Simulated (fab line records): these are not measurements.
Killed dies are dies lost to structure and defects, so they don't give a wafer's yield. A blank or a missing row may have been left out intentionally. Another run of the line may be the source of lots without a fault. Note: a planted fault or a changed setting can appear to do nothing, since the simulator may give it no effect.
Chamber matching ; flow n5 finfet ; N5_BEOL_M2_ETCH_77 on rie diel-04: 4 sister chambers
The step etches underlayer in N2/H2, target depth 6.5 nm, time 5.2 s. 8 wafers are shown with their chamber, then 8 later ones without.

## WAFERS PAIRED WITH THEIR CHAMBERS
wafer;chamber;drypump motor current A (A);throttle valve pct (%)
L084.3;0;5.5;17.88
L086.1;0;5.5;17.90
L086.3;2;5.9;18.15
L086.4;3;5.7;17.96
L090.1;2;5.8;18.18
L090.2;1;6.2;17.62
L090.3;3;5.7;17.97
L092.1;1;6.1;17.65

## WAFERS WITHOUT THEIR CHAMBER
wafer;drypump motor current A (A);throttle valve pct (%)
L092.4;5.7;17.99
L092.6;5.5;17.92
L094.1;5.9;17.71
L094.2;5.7;18.00
L094.5;6.1;17.66
L096.2;5.5;17.93
L096.4;5.9;17.70
L096.6;5.9;17.70

## WHICH CHAMBER EACH WENT THROUGH
wafer;from the rows above;in truth
L092.4;3;3
L092.6;0;0
L094.1;1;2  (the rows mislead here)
L094.2;3;3
L094.5;1;1
L096.2;0;0
L096.4;1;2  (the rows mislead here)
L096.6;1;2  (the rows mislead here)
5 of 8 placed correctly. From these rows, 0 cannot be placed. Wrongly placed: 3.
How it was worked out, from the rows above alone: a wafer's distance from a chamber is the root of the sum, over the readings, of the square of ((its reading less the chamber's mean) divided by the reading's scatter). The wafer belongs to the nearest chamber; if the next one is less than 2 further off, it can't be placed. A chamber's mean is the mean of its shown wafers. How the scatter is found: for the shown wafers, subtract from each reading the mean of its chamber, square and add these, divide the total by (wafers less chambers), then take the root.
